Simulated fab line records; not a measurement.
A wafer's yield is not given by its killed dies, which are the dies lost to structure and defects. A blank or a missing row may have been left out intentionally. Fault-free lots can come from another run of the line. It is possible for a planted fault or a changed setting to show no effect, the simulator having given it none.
fab line records -- flow n5Finfet
record: lots: 13, wafers: 37, lastDay: 17
route steps=1938 shown ZERO_LAYER@10 PMOS_HMC_CHANNEL_EPI@67 FIN_SAQP@97
lots with no fault: from the same line, run without faults
startH: hours from the record's opening day to when the first of the lot's shown wafers began -- waitH: hours elapsed since this lot's preceding step -- " as in the row above -- L1.1+2: a row that stands for several wafers -- - either no value or no given start -- * or withheld: withheld -- < > ~ a bound
route shown NAME@n: NAME is a module with steps in the file, n the number in the route of the first one -- usual: mean and standard deviation over wafers with no fault -- same: alike in all rows -- chamber/n: place in a boat -- sites: each site's reading -- _std_site: the values' standard deviation -- _edge_site: mean of outer sites minus mean of inner sites -- radiusMm: for every site, how far away it sits from the centre of the wafer -- mask NAME#n: copy n -- behind: tool/chamber where the wafer was last shaped -- hold: what put the lot on hold/how long, in hours/how the hold closed -- device: the n, p or np transistor that did not switch -- end of line: the tests these same wafers got at the end of their route -- where a step has no rows: the recipe by itself -- killed: count of dies lost to structure and defects at first sort (not the wafer's yield) -- map: shows each die of a wafer: x if killed, . if not, _ if none is there
set.NAME: the setting that was run; set.NAME@STEP: the one run at that earlier step -- model.NAME: the simulator's own value behind a step, which no gauge read
a sample of lots followed through the steps of the route, with each step as a table and each wafer as a row
services: from which hour (startH, from the record's first day; less than 0 if before it) a tool's chamber was out of use, for how many hours, and why
== steps ==
step: N5_ZERO_LAYER_PEB_09
recipe: pebTempC: withheld, pebTimeS: *
usual: exhaustPa: 44.8/0.89
lot.wafer,tool,chamber,startH,waitH,exhaustPa
L524.3,lithoTrack-05,0,12.66,0.0,46.0
L524.5,lithoTrack-05,0,12.66,0.0,43.5
L524.6,lithoTrack-05,0,12.66,0.0,45.5
L525.3,lithoTrack-01,0,18.52,0.0,43.4
L525.4,lithoTrack-01,0,18.52,0.0,45.2
L525.6,lithoTrack-01,0,18.52,0.0,44.6
L527.2,lithoTrack-01,0,30.65,0.0,45.0
L527.5,lithoTrack-01,0,30.65,0.0,45.0
L527.6,lithoTrack-01,0,30.65,0.0,45.4
L529.1,lithoTrack-01,0,42.52,0.1,44.8
L529.3,lithoTrack-01,0,42.52,0.1,44.6
L529.5,lithoTrack-01,0,42.52,0.1,44.3
L531.2,lithoTrack-04,0,54.65,0.0,45.9
L531.5,lithoTrack-04,0,54.65,0.0,46.0
L531.6,lithoTrack-04,0,54.65,0.0,47.0
L533.3,lithoTrack-04,0,66.56,0.0,44.1
L533.4,lithoTrack-04,0,66.56,0.0,44.2
L535.2,lithoTrack-04,0,78.52,0.0,44.6
L535.4,lithoTrack-04,0,78.52,0.0,44.7
L535.5,lithoTrack-04,0,78.52,0.0,44.1
L536.2,lithoTrack-05,0,84.65,0.0,46.8
L536.3,lithoTrack-05,0,84.65,0.0,44.3
L536.5,lithoTrack-05,0,84.65,0.0,43.9
L537.4,lithoTrack-04,0,90.54,0.0,44.8
L537.5,lithoTrack-04,0,90.54,0.0,44.3
L538.1,lithoTrack-04,0,96.65,0.1,45.4
L538.3,lithoTrack-04,0,96.65,0.1,45.8
L538.5,lithoTrack-04,0,96.65,0.1,44.9
L541.1,lithoTrack-04,0,114.66,0.1,42.8
L541.2,lithoTrack-04,0,114.66,0.1,44.0
L541.6,lithoTrack-04,0,114.66,0.1,43.0
L545.2,lithoTrack-05,0,138.65,0.0,45.6
L545.3,lithoTrack-05,0,138.65,0.0,44.8
L545.5,lithoTrack-05,0,138.65,0.0,45.3
L547.1,lithoTrack-04,0,150.54,0.1,44.4
L547.3,lithoTrack-04,0,150.54,0.1,43.1
L547.5,lithoTrack-04,0,150.54,0.1,43.6
step: N5_ZERO_LAYER_CD_MEAS_11
recipe: targetCdNm: 2000, landingEnergyEv: 500, detector: seInlens
usual: cdNm: 1999.6/1.9
lot.wafer,tool,chamber,startH,waitH,cdNm
L524.3,cdSem-03,0,12.78,-,2001.2
L524.5,cdSem-03,0,12.78,-,2000.0
L524.6,cdSem-03,0,12.78,-,2000.3
L525.3,cdSem-02,0,18.64,-,1997.9
L525.4,cdSem-02,0,18.64,-,2000.3
L525.6,cdSem-02,0,18.64,-,2000.7
L527.2,cdSem-03,0,30.77,-,1985.5
L527.5,cdSem-03,0,30.77,-,1984.8
L527.6,cdSem-03,0,30.77,-,1984.3
L529.1,cdSem-02,0,42.64,-,1986.4
L529.3,cdSem-02,0,42.64,-,1985.9
L529.5,cdSem-02,0,42.64,-,1986.0
L531.2,cdSem-02,0,54.77,-,1999.0
L531.5,cdSem-02,0,54.77,-,1999.7
L531.6,cdSem-02,0,54.77,-,1998.6
L533.3,cdSem-03,0,66.68,-,2000.3
L533.4,cdSem-03,0,66.68,-,1997.1
L535.2,cdSem-03,0,78.64,-,1998.0
L535.4,cdSem-03,0,78.64,-,1998.6
L535.5,cdSem-03,0,78.64,-,1999.2
L536.2,cdSem-01,0,84.77,-,1998.7
L536.3,cdSem-01,0,84.77,-,1998.7
L536.5,cdSem-01,0,84.77,-,2002.6
L537.4,cdSem-01,0,90.67,-,1999.7
L537.5,cdSem-01,0,90.67,-,1995.6
L538.1,cdSem-01,0,96.77,-,1996.5
L538.3,cdSem-01,0,96.77,-,1999.1
L538.5,cdSem-01,0,96.77,-,1999.5
L541.1,cdSem-03,0,114.78,-,1997.2
L541.2,cdSem-03,0,114.78,-,1997.4
L541.6,cdSem-03,0,114.78,-,2000.2
L545.2,cdSem-02,0,138.77,-,2002.0
L545.3,cdSem-02,0,138.77,-,2001.6
L545.5,cdSem-02,0,138.77,-,1998.2
L547.1,cdSem-03,0,150.66,-,1999.0
L547.3,cdSem-03,0,150.66,-,1999.2
L547.5,cdSem-03,0,150.66,-,1994.3
step: N5_ZERO_LAYER_DESCUM_16
recipe: chemistry: O2, timeS: 7.9, sourcePowerW: 50, biasPowerW: 20, pressureMtorr: 20, rfFrequencyHz: 2.712e+07, tempC: 40, o2FlowSccm: 225
usual: drypumpMotorCurrentA: 5.6/0.46, oesProductAu: 0.74/0.041, rfVppV: 243.1/1.4, showerheadPlenumPTorr: 2.10/0.07, throttleValvePct: 20.58/0.24
lot.wafer,tool,chamber,startH,waitH,drypumpMotorCurrentA,oesProductAu,rfHoursCounterH,rfVppV,showerheadPlenumPTorr,throttleValvePct
L524.3,rieDiel-01,0,12.82,0.0,5.2,0.73,201,244.2,2.17,20.87
L524.5,rieDiel-01,1,12.82,0.0,6.0,0.68,-,244.2,2.13,20.27
L524.6,rieDiel-01,0,12.82,0.0,5.2,0.73,-,244.4,2.17,20.85
L525.3,rieDiel-04,2,18.68,0.0,5.7,0.78,125,242.9,2.20,20.09
L525.4,rieDiel-04,3,18.68,0.0,5.9,0.74,180,243.3,2.10,20.92
L525.6,rieDiel-04,3,18.68,0.0,5.9,0.75,-,243.3,2.10,20.91
L527.2,rieDiel-03,2,30.81,0.0,5.5,0.78,114,242.1,2.02,20.61
L527.5,rieDiel-03,2,30.81,0.0,5.4,0.78,-,244.3,2.02,20.63
L527.6,rieDiel-03,0,30.81,0.0,5.7,0.78,-,246.2,2.20,20.62
L529.1,rieDiel-03,2,42.68,0.0,5.5,0.78,119,242.1,2.02,20.63
L529.3,rieDiel-03,1,42.68,0.0,5.7,0.77,147,244.1,2.11,20.66
L529.5,rieDiel-03,0,42.68,0.0,5.6,0.76,-,245.0,2.20,20.65
L531.2,rieDiel-04,0,55.10,0.3,4.7,0.72,156,241.1,2.02,20.64
L531.5,rieDiel-04,3,55.10,0.3,5.9,0.73,-,242.8,2.09,20.94
L531.6,rieDiel-04,2,55.10,0.3,5.8,0.76,-,244.2,2.19,20.11
L533.3,rieDiel-01,3,67.04,0.4,5.8,0.76,150,240.6,2.03,20.46
L533.4,rieDiel-01,0,67.04,0.4,5.3,0.71,221,244.3,2.17,20.87
L535.2,rieDiel-04,1,78.68,0.0,6.0,0.71,228,242.2,2.06,20.56
L535.4,rieDiel-04,2,78.68,0.0,5.7,0.76,143,243.8,2.19,20.14
L535.5,rieDiel-04,0,78.68,0.0,4.7,0.71,-,241.4,2.02,20.64
L536.2,rieDiel-04,0,84.81,0.0,4.7,0.71,164,240.5,2.01,20.65
L536.3,rieDiel-04,3,84.81,0.0,6.0,0.73,200,243.0,2.09,20.95
L536.5,rieDiel-04,1,84.81,0.0,6.1,0.70,-,241.9,2.06,20.56
L537.4,rieDiel-01,0,90.72,0.1,5.3,0.71,-,243.2,2.16,20.89
L537.5,rieDiel-01,2,90.72,0.1,6.3,0.74,-,242.6,2.11,20.66
L538.1,rieDiel-04,2,96.81,0.0,5.7,0.75,148,245.2,2.19,20.14
L538.3,rieDiel-04,0,96.81,0.0,4.7,0.71,167,241.2,2.01,20.65
L538.5,rieDiel-04,2,96.81,0.0,5.7,0.75,-,244.4,2.19,20.14
L541.1,rieDiel-03,1,114.98,0.2,5.7,0.75,161,242.4,2.11,20.69
L541.2,rieDiel-03,2,114.98,0.2,5.5,0.75,145,241.0,2.01,20.67
L541.6,rieDiel-03,2,114.98,0.2,5.5,0.74,-,243.0,2.01,20.67
L545.2,rieDiel-04,2,138.81,0.0,5.8,0.74,166,244.8,2.18,20.17
L545.3,rieDiel-04,1,138.81,0.0,6.1,0.68,250,244.3,2.05,20.57
L545.5,rieDiel-04,0,138.81,0.0,4.7,0.70,-,240.1,2.01,20.68
L547.1,rieDiel-04,2,150.70,0.0,5.7,0.74,171,244.5,2.18,20.18
L547.3,rieDiel-04,0,150.70,0.0,4.7,0.70,191,242.0,2.01,20.68
L547.5,rieDiel-04,0,150.70,0.0,4.7,0.69,-,242.5,2.01,20.69
step: N5_PMOS_HMC_CHANNEL_EPI_INSPECT_11
recipe: mode: adi, inspectInstrument: macro
usual: rawDefectCount: 2.2/1.4
lot.wafer,tool,chamber,startH,waitH,rawDefectCount
L524.3,defectInspect-01,-,17.77,0.0,1
L524.5,defectInspect-01,-,17.77,0.0,0
L524.6,defectInspect-01,-,17.77,0.0,1
L525.3,defectInspect-02,-,23.08,0.0,1
L525.4,defectInspect-02,-,23.08,0.0,2
L525.6,defectInspect-02,-,23.08,0.0,1
L527.2,defectInspect-01,-,34.99,0.0,2
L527.5,defectInspect-01,-,34.99,0.0,3
L527.6,defectInspect-01,-,34.99,0.0,4
L529.1,defectInspect-01,-,47.17,0.0,2
L529.3,defectInspect-01,-,47.17,0.0,2
L529.5,defectInspect-01,-,47.17,0.0,4
L531.2,defectInspect-02,-,59.89,0.0,1
L531.5,defectInspect-02,-,59.89,0.0,1
L531.6,defectInspect-02,-,59.89,0.0,3
L533.3,defectInspect-02,-,71.61,0.0,2
L533.4,defectInspect-02,-,71.61,0.0,2
L535.2,defectInspect-02,-,83.15,0.0,1
L535.4,defectInspect-02,-,83.15,0.0,2
L535.5,defectInspect-02,-,83.15,0.0,3
L536.2,defectInspect-01,-,89.41,0.0,3
L536.3,defectInspect-01,-,89.41,0.0,5
L536.5,defectInspect-01,-,89.41,0.0,3
L537.4,defectInspect-02,-,95.04,0.0,1
L537.5,defectInspect-02,-,95.04,0.0,2
L538.1,defectInspect-02,-,101.07,0.0,2
L538.3,defectInspect-02,-,101.07,0.0,0
L538.5,defectInspect-02,-,101.07,0.0,0
L541.1,defectInspect-02,-,119.47,0.0,1
L541.2,defectInspect-02,-,119.47,0.0,2
L541.6,defectInspect-02,-,119.47,0.0,3
L545.2,defectInspect-01,-,143.02,0.0,2
L545.3,defectInspect-01,-,143.02,0.0,1
L545.5,defectInspect-01,-,143.02,0.0,2
L547.1,defectInspect-01,-,154.96,0.0,3
L547.3,defectInspect-01,-,154.96,0.0,3
L547.5,defectInspect-01,-,154.96,0.0,3
step: N5_FIN_SAQP_THK_MEAS_05
usual: thkNm: 37.9/0.5
lot.wafer,tool,chamber,startH,waitH,thkNm
L524.3,filmMetro-02,-,21.69,0.1,37.6
L524.5,filmMetro-02,-,21.69,0.1,38.8
L524.6,filmMetro-02,-,21.69,0.1,38.2
L525.3,filmMetro-02,-,26.63,0.1,38.6
L525.4,filmMetro-02,-,26.63,0.1,38.8
L525.6,filmMetro-02,-,26.63,0.1,38.5
L527.2,filmMetro-01,-,38.68,0.1,37.5
L527.5,filmMetro-01,-,38.68,0.1,38.3
L527.6,filmMetro-01,-,38.68,0.1,38.1
L529.1,filmMetro-01,-,51.08,0.1,37.4
L529.3,filmMetro-01,-,51.08,0.1,36.8
L529.5,filmMetro-01,-,51.08,0.1,37.8
L531.2,filmMetro-01,-,65.05,0.1,38.1
L531.5,filmMetro-01,-,65.05,0.1,39.3
L531.6,filmMetro-01,-,65.05,0.1,38.7
L533.3,filmMetro-01,-,75.28,0.1,37.6
L533.4,filmMetro-01,-,75.28,0.1,38.2
L535.2,filmMetro-02,-,86.58,0.1,38.3
L535.4,filmMetro-02,-,86.58,0.1,37.8
L535.5,filmMetro-02,-,86.58,0.1,37.9
L536.2,filmMetro-01,-,93.40,0.1,37.4
L536.3,filmMetro-01,-,93.40,0.1,37.9
L536.5,filmMetro-01,-,93.40,0.1,38.4
L537.4,filmMetro-01,-,99.92,0.0,38.1
L537.5,filmMetro-01,-,99.92,0.0,38.2
L538.1,filmMetro-02,-,104.48,0.1,37.8
L538.3,filmMetro-02,-,104.48,0.1,37.0
L538.5,filmMetro-02,-,104.48,0.1,38.4
L541.1,filmMetro-02,-,123.27,0.1,37.4
L541.2,filmMetro-02,-,123.27,0.1,36.9
L541.6,filmMetro-02,-,123.27,0.1,38.1
L545.2,filmMetro-02,-,146.87,0.1,37.3
L545.3,filmMetro-02,-,146.87,0.1,37.9
L545.5,filmMetro-02,-,146.87,0.1,37.6
L547.1,filmMetro-01,-,159.46,0.1,37.8
L547.3,filmMetro-01,-,159.46,0.1,37.8
L547.5,filmMetro-01,-,159.46,0.1,38.4
== services ==
tool,chamber,startH,hours,kind
rieDiel-04,0,1.82,6.5,repair
rieDiel-01,3,13.29,13.9,repair
rieDiel-01,1,27.20,-,clean
rieDiel-01,1,27.20,-,consumableReplace:focusRing
rieDiel-01,1,27.20,18.2,scheduledDown
rieDiel-01,1,27.20,18.2,ventCycle
rieDiel-03,3,30.37,10.2,repair
rieDiel-03,1,64.09,32.7,repair
rieDiel-01,2,71.21,11.1,repair
rieDiel-01,-,75.75,4.3,pm
lithoTrack-05,-,78.29,-,consumableReplace:filter
rieDiel-01,3,89.35,5.1,repair
rieDiel-01,-,103.88,18.9,repair
rieDiel-04,3,109.90,12.2,repair
rieDiel-04,3,126.58,27.6,repair
rieDiel-01,-,126.93,0.3,repair
rieDiel-04,-,138.91,0.5,repair
== key ==
firstSign: step: N5_ZERO_LAYER_CD_MEAS_11, reading: cdNm, direction: down, sigmas: 7.4, usual: 1999.6, struck: 1985.5
effect none on later readings
metAt N5_ZERO_LAYER_PEB_09
struckLots L527,L529
rowsEnd L527.2,L527.5,L527.6,L529.1,L529.3,L529.5
notActingAt N5_ZERO_LAYER_DESCUM_16,N5_PMOS_HMC_CHANNEL_EPI_INSPECT_11,N5_FIN_SAQP_THK_MEAS_05
onsetBetween 18.52 30.65
fault: kind: processParameterDrift, tool: lithoTrack-01, chamber: -, onsetH: 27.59, steps: N5_ZERO_LAYER_PEB_09, channel: pebTimeS, offset: *, shape: step, actsIn: *, stated: *
rowsEnd: these wafers met a further fault down the route, and their rows from its step on are left out
